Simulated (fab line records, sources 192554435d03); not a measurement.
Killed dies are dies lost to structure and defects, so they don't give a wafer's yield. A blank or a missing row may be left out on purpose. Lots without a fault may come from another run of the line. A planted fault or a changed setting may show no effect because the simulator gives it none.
Chamber matching | flow n5_finfet | N5_BEOL_M13_ETCH_38 on rie_diel-05: 4 sister chambers
The step etches SiCN in CF4/N2, target depth 67.5 nm, time 71.9 s. 4 wafers are shown with their chamber, then 9 later ones without.

WAFERS WITH THEIR CHAMBER
wafer  | chamber | showerhead_plenum_p_Torr (Torr)
L083.5 | 3       | 2.12
L083.6 | 0       | 2.26
L086.1 | 2       | 2.16
L086.5 | 1       | 2.12

WAFERS WITHOUT THEIR CHAMBER
wafer  | showerhead_plenum_p_Torr (Torr)
L088.2 | 2.26
L088.3 | 2.16
L088.5 | 2.12
L087.3 | 2.11
L087.4 | 2.16
L087.6 | 2.16
L092.2 | 2.11
L092.4 | 2.25
L092.6 | 2.11

WHICH CHAMBER EACH WENT THROUGH
wafer  | from the rows above     | in truth
L088.2 | 0                       | 0
L088.3 | 2                       | 2
L088.5 | can't be placed: 1 or 3 | 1
L087.3 | can't be placed: 1 or 3 | 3
L087.4 | 2                       | 2
L087.6 | 2                       | 2
L092.2 | can't be placed: 1 or 3 | 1
L092.4 | 0                       | 0
L092.6 | can't be placed: 1 or 3 | 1
Placed correctly: 5 of 9. Can't be placed from these rows: 4 (the true chamber is among the candidates in 4). Placed wrongly: 0.
How it was worked out, from the rows above alone: a wafer's distance from a chamber is the root of the sum, over the readings, of the square of ((its reading less the chamber's mean) divided by the reading's scatter). The wafer belongs to the nearest chamber; if the next one is less than 2 further off, it can't be placed. A chamber's mean is the mean of its shown wafers. The scatter: with one shown wafer a chamber, the root of the mean of the squares of how far each hidden wafer lies from its nearest shown one.
